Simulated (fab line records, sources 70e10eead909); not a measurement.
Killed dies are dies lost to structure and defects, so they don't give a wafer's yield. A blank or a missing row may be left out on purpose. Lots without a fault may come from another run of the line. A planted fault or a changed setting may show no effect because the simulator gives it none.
Problem report in the 8D (eight disciplines) form, filled by code | flow nand_harc | the parts of the form that need people (team, actions taken, sign-off) are left out

1. THE PROBLEM
cd_nm at NHARC_A_M1_CD_MEAS_09 reads a mean of 95.2 nm on 6 wafers of 2 lots; wafers without a fault read 120.2 nm with a standard deviation of 0.9. That is -28 standard deviations from the usual mean.
The step: target cd 120 nm.
First seen on wafer L361.3, day 29 01:37, on cd_sem-01. The record holds 39 wafers of 13 lots with a number at this step. Rule for "out", or "out of limits": more than 4 standard deviations from the usual mean. The other wafers with a number count as sound.

2. WHAT IT IS AND WHAT IT IS NOT
question                    | is                     | is not
which readings at this step | cd_nm                  | -
which lots                  | L361, L363             | L348, L349, L350, L351, L352, L353, L354, L365, L367, L369, L370
which wafers of those lots  | all that have a number | -
read on which gauges        | cd_sem-01              | cd_sem-02, cd_sem-03
when                        | from day 29 01:37      | up to then (21 sound wafers); but 12 sound wafers of L365, L367, L369, L370 came after

3. SUSPECTS, AND WHAT RULES EACH OUT
Counting: a tool at a process step up to the reading stays a suspect if it ran every lot that is out and no sound lot after the first of them.
- the gauge at NHARC_A_M1_CD_MEAS_09: ruled out. All the wafers that are out were read on cd_sem-01, but those of them that NHARC_A_M1_EXPOSE_06 has rows for are out there too, on other tools.
- pvd_sputter-03 at NHARC_A_M0_PVD_21 (deposits Cu, target thk 30 nm, time 20.49 s): ruled out as a lasting fault. Sound lots L365, L369 ran on it after its first lot that is out, L361 (day 29 00:05). NHARC_A_M0_PVD_21 gives no start for some lots, so the hours and the order of its lots are those of NHARC_A_M0_INSPECT_27.
- arfi_scanner-01 at NHARC_A_M1_EXPOSE_06 (exposes mask A M1, target cd 120 nm): kept. It ran every lot that is out, first L361 (day 29 01:29), and no sound lot after that; its last sound lot up to then is L352 (day 24 06:35). Its own readings are out on those wafers: exposure_dose_mJ_cm2.
Left after counting: arfi_scanner-01 at NHARC_A_M1_EXPOSE_06.

4. THE CAUSE (what the simulator had put in)
Process parameter drift: arfi_scanner-01, from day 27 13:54 on, at NHARC_A_M1_EXPOSE_06. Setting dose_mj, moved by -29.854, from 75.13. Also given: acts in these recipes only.
Counting left only this tool.

5. THE CHAIN OF EFFECTS, in route order
Each row: a reading whose mean over the struck wafers that have a number lies more than 3 standard deviations from the usual. Only readings for which the record gives a usual standard deviation are gone through. hours: the time from each lot's start at the first step in this table that gives one to its start at this step, as a median over the lots. sigmas: the change in usual standard deviations.
hours | step                  | reading              | usual    | on struck wafers | change | sigmas
0     | NHARC_A_M1_EXPOSE_06  | exposure_dose_mJ_cm2 | 75.08    | 49.06            | -26.02 | -99 or more
0     | NHARC_A_M1_CD_MEAS_09 | cd_nm                | 120.2 nm | 95.2             | -25.0  | -28
37    | NHARC_END_SORT_01     | defect_limited_yield | 91 %     | 1                | -90    | -30
37    | NHARC_END_SORT_01     | killed_at_array      | 56       | 666              | +610   | +30
37    | NHARC_END_SORT_01     | killed_dies          | 61       | 668              | +607   | +29
The process steps in it:
- NHARC_A_M1_EXPOSE_06: exposes mask A M1, target cd 120 nm.

6. WHAT WOULD HAVE CAUGHT IT SOONER
In this record the first reading out of limits at a measuring or inspecting step was taken at day 29 01:37, 36 hours after the fault began at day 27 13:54.
The tool's own readings at NHARC_A_M1_EXPOSE_06 were out on every struck wafer that the step has a row for (exposure_dose_mJ_cm2): an alarm limit on them would have fired on the first of those.
Of the lots that are out (2), L363 began NHARC_A_M1_EXPOSE_06 on arfi_scanner-01 after day 29 01:37. A hold on the tool at that time would have spared it.
